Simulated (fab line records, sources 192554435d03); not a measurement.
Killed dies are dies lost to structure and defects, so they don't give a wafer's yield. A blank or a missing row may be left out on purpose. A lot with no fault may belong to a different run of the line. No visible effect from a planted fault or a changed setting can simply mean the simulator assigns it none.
A struck lot beside a sound one | flow n5-finfet | 14 steps out of a route of 1938
Sound: the wafers L466.1, L466.3, L466.4. Struck: wafer L473.1 (L473.4, L473.6, from the same lot, were not struck and are left out); the cause is given at the end.
Per side, at each step with rows, come the tool, then ch with its chambers, and then its first start. Under that, the readings that differ: sound wafers | struck wafers | difference of the means | sigmas: that difference in standard deviations of wafers without a fault.
alike: same words and numbers on both sides, and readings whose means sit less than 2 such deviations apart. not compared: any withheld reading, any reading some wafer has no value for, any bound like >300 that may hide the same value, and any number with overlapping values for which the record gives no deviation.
The two part at a step that has a row with sigmas, a row that says differs or no value, or rows on one side only. Non-overlapping numbers with no deviation appear without sigmas and do not part them. A reading that every wafer of one side lacks parts them only if that side has two wafers or more.

first, 1 step without rows for these wafers: N5_BEOL_M5_SPUTTER_81 (material Cu, target thk 15 nm, time 27.62 s).
N5_BEOL_M5_ANNEAL_82: time 1800 s.
  struck on pvd-sputter-03, day 12 04:57; sound on pvd-sputter-02, day 10 18:13
  alike: heater-power-w
N5_BEOL_M5_SPUTTER_83: material Cu, target thk 15 nm, time 27.62 s.
  struck on pvd-sputter-03, day 12 05:58; sound on pvd-sputter-02, day 10 19:14
  alike: throttle-valve-pct
N5_BEOL_M5_ANNEAL_84: time 1800 s.
  struck on pvd-sputter-03, day 12 06:02; sound on pvd-sputter-02, day 10 19:19
  alike: heater-power-w
then, 1 step without rows for these wafers: N5_BEOL_M5_SPUTTER_88 (material Cu, target thk 15 nm, time 27.62 s).
N5_BEOL_M5_ANNEAL_89: time 1800 s.
  struck on pvd-sputter-03, day 12 07:08; sound on pvd-sputter-02, day 10 20:23
  alike: heater-power-w
then, 2 steps without rows for these wafers: N5_BEOL_M5_SPUTTER_90 (material Cu, target thk 4.5 nm, time 8.29 s); N5_BEOL_M5_ECD_50 (material Cu, target thk 300 nm).
N5_BEOL_M5_ANNEAL_51: time 90 s.
  sound on rtp-anneal-01 ch 0, day 10 21:36; struck on rtp-anneal-02 ch 0, day 12 08:20
  alike: wafer_temp_C_max
then, 1 step without rows for these wafers: N5_BEOL_M5_CMP_52 (polishes, stops on SiCOH lowk, t overpolish 6.9 s, target thk 62 nm).
N5_BEOL_M5_THK_MEAS_53: measures by xrf.
  struck on film-metro-02, day 12 08:56; sound on film-metro-02, day 10 22:12
  alike: M5_THK
then, 1 step without rows for these wafers: N5_BEOL_M5_PRE_CLEAN_77 (time 15 s).
N5_BEOL_M5_CO_CAP_78: material Co, precursor CCTBA/H2, target thk 2 nm, time 102.1 s.
  sound on cvd-co-02 ch 0,1, day 10 22:16; struck on cvd-co-02 ch 0, day 12 09:01
  reading                                   | sound             | struck | difference | sigmas
  run-length-s (s)                          | 125.9 124.9 124.9 | 100.3  | -24.9      | -52
  model.Co_of_BEOL_M5_CO_CAP_78.thk-nm (nm) | 2 2 1.8           | 1.6    | -0.3       |
  alike: heater-power-w
then, 1 step without rows for these wafers: N5_BEOL_M5_PRE_CLEAN_55 (time 15 s).

## WHERE THEY PART
Only at N5_BEOL_M5_CO_CAP_78, as far as this record shows.

WHY: whatever the simulator had introduced
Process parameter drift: cvd-co-02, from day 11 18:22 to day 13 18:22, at N5_BEOL_M5_CO_CAP_78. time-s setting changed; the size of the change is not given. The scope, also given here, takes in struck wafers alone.
